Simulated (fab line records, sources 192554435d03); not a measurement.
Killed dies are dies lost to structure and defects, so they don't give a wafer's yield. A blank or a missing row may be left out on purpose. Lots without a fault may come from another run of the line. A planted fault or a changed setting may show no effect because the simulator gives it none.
One fault seen from 3 desks | flow n5_finfet | each desk has only its own numbers; what lay behind them comes last

THE DEFECT DESK
What the inspections along the route counted, lot by lot: means of the sampled wafers that have a number. A lot is out of limits, marked OUT, if its mean lies more than 4 standard deviations from the usual mean; the brackets give that distance.
Columns: A = raw_defect_count at N5_BEOL_M9_INSPECT_13, usual 404
lot  | first seen here | A
L257 | day 10 06:53    | 500
L258 | day 11 06:25    | 471
L259 | day 11 16:28    | 375
L267 | day 13 23:34    | 408
L269 | day 14 17:29    | 395
L272 | day 14 22:10    | 402
This desk's finding: nothing out of limits on any of the 6 lots.

THE METROLOGY DESK
What the gauges read, lot by lot, whatever tool the lot ran on: means of the sampled wafers that have a number. A lot is out of limits, marked OUT, if its mean lies more than 4 standard deviations from the usual mean; the brackets give that distance.
Columns: A = cd_nm at N5_BEOL_M9_CD_MEAS_11, usual 63.9 nm; B = M9_OVL at N5_BEOL_M9_OVL_MEAS_12, usual 0.1 nm
lot  | first seen here | A    | B
L257 | day 10 06:50    | 64.2 | -0.6
L258 | day 11 06:22    | 63.6 | 0.2
L259 | day 11 16:25    | 63.8 | -0.5
L267 | day 13 23:31    | 63.4 | 0.3
L269 | day 14 17:26    | 64.6 | 0.4
L272 | day 14 22:07    | 64.5 | -0.2
This desk's finding: nothing out of limits on any of the 6 lots.

THE TOOL OWNER'S DESK: rie_diel-03
The tool's own readings at N5_BEOL_M9_ETCH_62 (etches SOC in N2/H2, target depth 110 nm, overetch 22 nm, time 165 s): means of the sampled wafers that have a number, for each lot that ran on this tool. A lot is out of limits, marked OUT, if its mean lies more than 4 standard deviations from the usual mean; the brackets give that distance.
Columns: A = chamber_pressure_mTorr at N5_BEOL_M9_ETCH_62, usual 30.000 mTorr; B = drypump_motor_current_A at N5_BEOL_M9_ETCH_62, usual 5.5 A; C = oes_product_au at N5_BEOL_M9_ETCH_62, usual 0.66 a.u.; D = rf_fwd_power_W at N5_BEOL_M9_ETCH_62, usual 836.8 W; E = rf_vpp_V at N5_BEOL_M9_ETCH_62, usual 523.9 V; F = showerhead_plenum_p_Torr at N5_BEOL_M9_ETCH_62, usual 2.54 Torr; G = throttle_valve_pct at N5_BEOL_M9_ETCH_62, usual 17.85 %
lot  | first seen here | A      | B   | C    | D               | E                | F    | G
L258 | day 11 06:42    | 30.005 | 5.4 | 0.65 | 905.9 (+27) OUT | 511.1 (-5.3) OUT | 2.54 | 17.78
L259 | day 11 16:45    | 29.977 | 5.4 | 0.65 | 901.7 (+25) OUT | 511.7 (-5.1) OUT | 2.54 | 17.78
L272 | day 14 22:17    | 29.996 | 5.5 | 0.65 | 836.6           | 523.4            | 2.50 | 17.72
This desk's finding: out of limits on L258, L259; first on L258, day 11 06:42 (rf_fwd_power_W at N5_BEOL_M9_ETCH_62). In limits: L272.

PUT TOGETHER
The tool owner's desk could have raised an alarm at day 11 06:42, on L258, L259.
The defect desk saw nothing out of limits.
The metrology desk saw nothing out of limits.
The defect desk has L258, L259 on record, within its limits.
The metrology desk has L258, L259 on record, within its limits.
Of the lots named, all ran N5_BEOL_M9_ETCH_62 on rie_diel-03.

WHAT THE SIMULATOR HAD PUT IN
Process parameter drift: rie_diel-03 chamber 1, from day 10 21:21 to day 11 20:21, at N5_BEOL_M9_ETCH_62. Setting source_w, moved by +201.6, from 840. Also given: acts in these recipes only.
Lots struck among those shown: L258, L259.
Hours from the fault's start to each desk's first reading out of limits: the tool owner's desk, 9.
